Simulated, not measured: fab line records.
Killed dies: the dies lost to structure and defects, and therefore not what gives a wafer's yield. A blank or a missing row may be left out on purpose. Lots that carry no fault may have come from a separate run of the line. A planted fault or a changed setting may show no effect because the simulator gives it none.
Matching of chambers || flow n5Finfet || rieDiel-02 running N5_BEOL_M5_ETCH_67: 4 sister chambers
The step etches SiARC in CF4, target depth 15.6 nm, time 26 s. 14 wafers are shown with their chamber, then 7 later ones without.

EACH WAFER AND ITS CHAMBER
{"wafer": "L079.1", "chamber": 3, "showerheadPlenumPTorr (Torr)": 2.05, "oesProductAu (a.u.)": 0.67, "etchRfOnTimeS (s)": 26.3}
{"wafer": "L079.3", "chamber": 0, "showerheadPlenumPTorr (Torr)": 2.13, "oesProductAu (a.u.)": 0.63, "etchRfOnTimeS (s)": 25.9}
{"wafer": "L079.4", "chamber": 1, "showerheadPlenumPTorr (Torr)": 2.21, "oesProductAu (a.u.)": 0.59, "etchRfOnTimeS (s)": 27.3}
{"wafer": "L082.1", "chamber": 3, "showerheadPlenumPTorr (Torr)": 2.05, "oesProductAu (a.u.)": 0.66, "etchRfOnTimeS (s)": 26.4}
{"wafer": "L082.2", "chamber": 1, "showerheadPlenumPTorr (Torr)": 2.21, "oesProductAu (a.u.)": 0.59, "etchRfOnTimeS (s)": 26.9}
{"wafer": "L082.4", "chamber": 2, "showerheadPlenumPTorr (Torr)": 2.11, "oesProductAu (a.u.)": 0.59, "etchRfOnTimeS (s)": 25.3}
{"wafer": "L084.4", "chamber": 3, "showerheadPlenumPTorr (Torr)": 2.05, "oesProductAu (a.u.)": 0.66, "etchRfOnTimeS (s)": 26.1}
{"wafer": "L084.5", "chamber": 1, "showerheadPlenumPTorr (Torr)": 2.21, "oesProductAu (a.u.)": 0.59, "etchRfOnTimeS (s)": 26.9}
{"wafer": "L084.6", "chamber": 2, "showerheadPlenumPTorr (Torr)": 2.11, "oesProductAu (a.u.)": 0.59, "etchRfOnTimeS (s)": 25.1}
{"wafer": "L090.1", "chamber": 1, "showerheadPlenumPTorr (Torr)": 2.21, "oesProductAu (a.u.)": 0.58, "etchRfOnTimeS (s)": 27.1}
{"wafer": "L090.2", "chamber": 2, "showerheadPlenumPTorr (Torr)": 2.10, "oesProductAu (a.u.)": 0.59, "etchRfOnTimeS (s)": 25.2}
{"wafer": "L090.4", "chamber": 3, "showerheadPlenumPTorr (Torr)": 2.05, "oesProductAu (a.u.)": 0.65, "etchRfOnTimeS (s)": 26.3}
{"wafer": "L087.2", "chamber": 3, "showerheadPlenumPTorr (Torr)": 2.05, "oesProductAu (a.u.)": 0.65, "etchRfOnTimeS (s)": 26.0}
{"wafer": "L087.3", "chamber": 0, "showerheadPlenumPTorr (Torr)": 2.12, "oesProductAu (a.u.)": 0.62, "etchRfOnTimeS (s)": 25.7}

SIGNATURES (means of the wafers above)
{"reading": "showerheadPlenumPTorr", "chamber 0": 2.1250, "chamber 1": 2.2100, "chamber 2": 2.1067, "chamber 3": 2.0500, "scatter within a chamber": 0.00342}
{"reading": "oesProductAu", "chamber 0": 0.6250, "chamber 1": 0.5875, "chamber 2": 0.5900, "chamber 3": 0.6580, "scatter within a chamber": 0.00636}
{"reading": "etchRfOnTimeS", "chamber 0": 25.800, "chamber 1": 27.050, "chamber 2": 25.200, "chamber 3": 26.220, "scatter within a chamber": 0.161}
Rule: for a wafer and a chamber, the distance is found by dividing, reading by reading, the gap between the wafer's reading and the chamber's mean by the reading's scatter, squaring, summing and taking the root. The wafer belongs to the nearest chamber; if the next one is less than 2 further off, it can't be placed. The scatter: take each reading less its chamber's mean, square it, sum over the shown wafers, divide by the number of wafers less the number of chambers, and take the root.

WAFERS WHOSE CHAMBER IS MISSING
{"wafer": "L087.4", "showerheadPlenumPTorr (Torr)": 2.20, "oesProductAu (a.u.)": 0.58, "etchRfOnTimeS (s)": 27.0}
{"wafer": "L089.2", "showerheadPlenumPTorr (Torr)": 2.12, "oesProductAu (a.u.)": 0.61, "etchRfOnTimeS (s)": 26.0}
{"wafer": "L089.4", "showerheadPlenumPTorr (Torr)": 2.05, "oesProductAu (a.u.)": 0.65, "etchRfOnTimeS (s)": 26.2}
{"wafer": "L089.5", "showerheadPlenumPTorr (Torr)": 2.12, "oesProductAu (a.u.)": 0.62, "etchRfOnTimeS (s)": 25.7}
{"wafer": "L094.2", "showerheadPlenumPTorr (Torr)": 2.10, "oesProductAu (a.u.)": 0.84, "etchRfOnTimeS (s)": 24.7}
{"wafer": "L094.3", "showerheadPlenumPTorr (Torr)": 2.12, "oesProductAu (a.u.)": 0.61, "etchRfOnTimeS (s)": 25.8}
{"wafer": "L094.4", "showerheadPlenumPTorr (Torr)": 2.04, "oesProductAu (a.u.)": 0.63, "etchRfOnTimeS (s)": 26.4}

WHICH CHAMBER EACH ONE RAN IN
{"wafer": "L087.4", "from the rows above": 1, "in truth": 1}
{"wafer": "L089.2", "from the rows above": 0, "in truth": 0}
{"wafer": "L089.4", "from the rows above": 3, "in truth": 3}
{"wafer": "L089.5", "from the rows above": 0, "in truth": 0}
{"wafer": "L094.2", "from the rows above": "can't be placed: 3 or 0", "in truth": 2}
{"wafer": "L094.3", "from the rows above": 0, "in truth": 0}
{"wafer": "L094.4", "from the rows above": 3, "in truth": 3}
6 of 7 placed correctly. Can't be placed from these rows: 1 (the true chamber is among the candidates in 0). Placed wrongly: 0.
